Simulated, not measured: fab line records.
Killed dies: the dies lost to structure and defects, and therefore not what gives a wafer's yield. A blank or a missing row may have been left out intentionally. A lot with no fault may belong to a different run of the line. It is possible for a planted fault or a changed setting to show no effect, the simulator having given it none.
Matching of chambers -- flow n5_finfet -- N5_ZERO_LAYER_ETCH_18 on rie_si-01: 4 sister chambers
The step etches Si in HBr/Cl2, target depth 120 nm, time 40 s. 16 wafers are shown with their chamber, then 8 later ones without.

WAFERS PAIRED WITH THEIR CHAMBERS
wafer,chamber,throttle_valve_pct (%),oes_product_au (a.u.),mfc_cl2_sccm (sccm)
L075.1,1,36.74,0.983,80.34
L075.2,2,36.04,0.981,80.28
L075.5,2,36.04,0.991,80.30
L076.2,1,36.76,0.988,80.20
L076.5,3,36.56,0.986,80.24
L076.6,2,36.01,0.980,80.17
L080.3,1,36.73,0.993,80.29
L080.4,2,36.04,0.979,79.36
L080.5,3,36.57,0.983,79.86
L086.3,2,36.02,0.982,79.77
L086.4,0,36.24,1.011,79.94
L086.6,3,36.53,0.981,80.02
L088.1,3,36.55,0.991,80.09
L088.4,0,36.23,1.013,79.64
L088.6,3,36.55,0.979,79.76
L090.3,2,36.03,0.979,79.86

SIGNATURES (averages over the wafers above)
reading,chamber 0,chamber 1,chamber 2,chamber 3,scatter within a chamber
throttle_valve_pct,36.2350,36.7433,36.0300,36.5520,0.0135
oes_product_au,1.01200,0.98800,0.98200,0.98400,0.00451
mfc_cl2_sccm,79.7900,80.2767,79.9567,79.9940,0.269
Rule: distance of a wafer from a chamber = root of the sum over the readings of ((wafer's reading minus chamber's mean) / reading's scatter) squared. The wafer belongs to the nearest chamber; if the next one is less than 2 further off, it can't be placed. The scatter: the root of (the sum of the squares of (reading less its chamber's mean) over the shown wafers, divided by (wafers less chambers)).

WAFERS WHOSE CHAMBER IS MISSING
wafer,throttle_valve_pct (%),oes_product_au (a.u.),mfc_cl2_sccm (sccm)
L090.4,36.55,0.975,79.74
L090.6,36.55,0.986,79.90
L092.4,36.73,1.000,80.33
L092.5,36.04,0.978,79.68
L092.6,36.56,0.981,79.96
L093.1,36.03,0.980,79.89
L093.5,36.56,0.983,80.27
L093.6,36.23,1.009,80.08

WHICH CHAMBER EACH ONE RAN IN
wafer,from the rows above,in truth
L090.4,3,3
L090.6,3,3
L092.4,1,1
L092.5,2,2
L092.6,3,3
L093.1,2,2
L093.5,3,3
L093.6,0,0
Correctly placed: 8 of 8. Left unplaced by these rows: 0. Placed wrongly: 0.
